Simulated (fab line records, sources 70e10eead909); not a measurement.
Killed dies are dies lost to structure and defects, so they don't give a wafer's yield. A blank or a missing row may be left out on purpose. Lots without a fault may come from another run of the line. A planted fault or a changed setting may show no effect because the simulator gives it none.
Which tool did it? | flow nand_harc | 24 lots, 72 wafers sampled, at 2 steps of a route of 1302

WHAT THE GAUGES READ, wafer by wafer
NHARC_P_M0_CD_MEAS_16.
lot  | measured     | on        | cd_nm (nm)
L074 | day 6 06:52  | cd_sem-02 | 90.5 89.8 89.2
L075 | day 7 00:35  | cd_sem-03 | 90.0 90.6 89.3
L076 | day 7 02:24  | cd_sem-03 | 90.2 89.3 90.2
L077 | day 7 08:19  | cd_sem-02 | 90.5 90.5 90.2
L078 | day 7 14:54  | cd_sem-02 | 91.0 91.2 90.8
L079 | day 8 03:34  | cd_sem-01 | 89.8 89.0 89.7
L080 | day 8 12:51  | cd_sem-03 | 89.2 89.8 89.4
L081 | day 9 05:47  | cd_sem-01 | 89.8 89.5 89.8
L082 | day 9 06:28  | cd_sem-02 | 89.9 89.6 90.5
L083 | day 10 06:55 | cd_sem-01 | 90.2 90.7 91.0
L084 | day 10 09:19 | cd_sem-02 | 89.8 90.3 90.1
L085 | day 10 15:59 | cd_sem-03 | 90.9 90.4 90.9
L086 | day 11 06:20 | cd_sem-03 | 89.8 90.4 90.2
L087 | day 11 06:51 | cd_sem-02 | 89.1 89.3 89.2
L088 | day 12 06:11 | cd_sem-03 | 89.1 89.1 88.9
L089 | day 12 07:58 | cd_sem-01 | 90.8 90.1 89.9
L090 | day 13 01:11 | cd_sem-02 | 90.7 90.6 90.5
L091 | day 13 05:22 | cd_sem-01 | 90.4 90.0 90.4
L092 | day 13 12:55 | cd_sem-02 | 89.2 90.1 89.1
L093 | day 14 06:52 | cd_sem-03 | 89.4 89.2 90.0
L094 | day 14 14:49 | cd_sem-03 | 91.0 89.5 89.7
L096 | day 15 04:28 | cd_sem-02 | 89.1 89.3 88.9
L095 | day 15 05:23 | cd_sem-01 | 89.5 89.8 89.5
L097 | day 15 14:33 | cd_sem-02 | 89.4 89.9 89.4

WHICH TOOL RAN EACH LOT (tool, then ch and the chambers of the sampled wafers, then the start)
lot  | NHARC_P_GATE_RTA_64
L074 | rtp_anneal-02 ch 0, day 5 23:25
L075 | rtp_anneal-01 ch 0, day 6 16:58
L076 | rtp_anneal-02 ch 0, day 6 18:53
L077 | rtp_anneal-02 ch 0, day 7 00:42
L078 | rtp_anneal-01 ch 0, day 7 07:28
L079 | rtp_anneal-02 ch 0, day 7 20:20
L080 | rtp_anneal-02 ch 0, day 8 05:16
L081 | rtp_anneal-01 ch 0, day 8 21:34
L082 | rtp_anneal-02 ch 0, day 8 21:59
L083 | rtp_anneal-01 ch 0, day 9 23:22
L084 | rtp_anneal-01 ch 0, day 10 01:37
L085 | rtp_anneal-01 ch 0, day 10 08:05
L086 | rtp_anneal-01 ch 0, day 10 22:43
L087 | rtp_anneal-02 ch 0, day 10 23:06
L088 | rtp_anneal-02 ch 0, day 11 22:32
L089 | rtp_anneal-01 ch 0, day 12 00:24
L090 | rtp_anneal-01 ch 0, day 12 17:09
L091 | rtp_anneal-01 ch 0, day 12 21:34
L092 | rtp_anneal-02 ch 0, day 13 05:27
L093 | rtp_anneal-01 ch 0, day 13 23:26
L094 | rtp_anneal-02 ch 0, day 14 07:11
L096 | rtp_anneal-01 ch 0, day 14 21:08
L095 | rtp_anneal-02 ch 0, day 14 21:51
L097 | rtp_anneal-01 ch 0, day 15 07:07
- NHARC_P_GATE_RTA_64: time 1 s.

WHAT THE TOOLS THEMSELVES READ (means of the sampled wafers that have a number; where no wafer has one, the mark that the record gives instead)
NHARC_P_GATE_RTA_64.
lot  | tool          | lamp_power_pct (%) | lamp_zone_2_pct (%) | wafer_temp_C_max
L074 | rtp_anneal-02 | 33.4               | 33.4                | 1053.3
L075 | rtp_anneal-01 | 36.7               | 36.7                | 1054.9
L076 | rtp_anneal-02 | 33.4               | 33.4                | 1053.3
L077 | rtp_anneal-02 | 33.3               | 33.4                | 1053.4
L078 | rtp_anneal-01 | 36.7               | 36.6                | 1055.9
L079 | rtp_anneal-02 | 33.4               | 33.3                | 1053.6
L080 | rtp_anneal-02 | 33.3               | 33.3                | 1053.1
L081 | rtp_anneal-01 | 36.7               | 36.6                | 1055.2
L082 | rtp_anneal-02 | 33.4               | 33.4                | 1053.2
L083 | rtp_anneal-01 | 36.6               | 36.6                | 1055.4
L084 | rtp_anneal-01 | 36.6               | 36.6                | 1056.1
L085 | rtp_anneal-01 | 36.6               | 36.7                | 1054.5
L086 | rtp_anneal-01 | 36.6               | 36.6                | 1055.0
L087 | rtp_anneal-02 | 33.4               | 33.4                | 1053.8
L088 | rtp_anneal-02 | 33.3               | 33.3                | 1052.8
L089 | rtp_anneal-01 | 36.6               | 36.6                | 1056.2
L090 | rtp_anneal-01 | 36.7               | 36.7                | 1054.2
L091 | rtp_anneal-01 | 36.7               | 36.6                | 1055.7
L092 | rtp_anneal-02 | 33.3               | 33.4                | 1053.5
L093 | rtp_anneal-01 | 36.7               | 36.6                | 1054.3
L094 | rtp_anneal-02 | 33.4               | 33.4                | 1053.7
L096 | rtp_anneal-01 | 36.7               | 36.6                | 1054.9
L095 | rtp_anneal-02 | 33.4               | 33.3                | 1054.1
L097 | rtp_anneal-01 | 36.7               | 36.6                | 1055.2

THE ANSWER, worked out from the rows above alone
Rule: what is usual is taken from the lots themselves. Put in order of their means at a reading, lots are off if they are a third of the lots or fewer, leave a main group of 4 or more, and stand apart from it by a gap of 3 or more times the standard deviation of the main group's means; of several such gaps the widest counts. A main group whose means are all the same, to the digits that the tables above print for the reading, isn't used. A lot without any number at a reading at which 4 lots or more have one is off too. The other lots that the step has rows for count as sound. The gauges are gone through in route order, then the tools' own readings, and for those a lot's mean is taken as printed above. The first step at which some lot is off is used, and at that step the reading that is off furthest; a lot without a number counts as furthest.
No lot is off at any reading shown: from this, nothing can be told.

WHAT THE SIMULATOR HAD PUT IN
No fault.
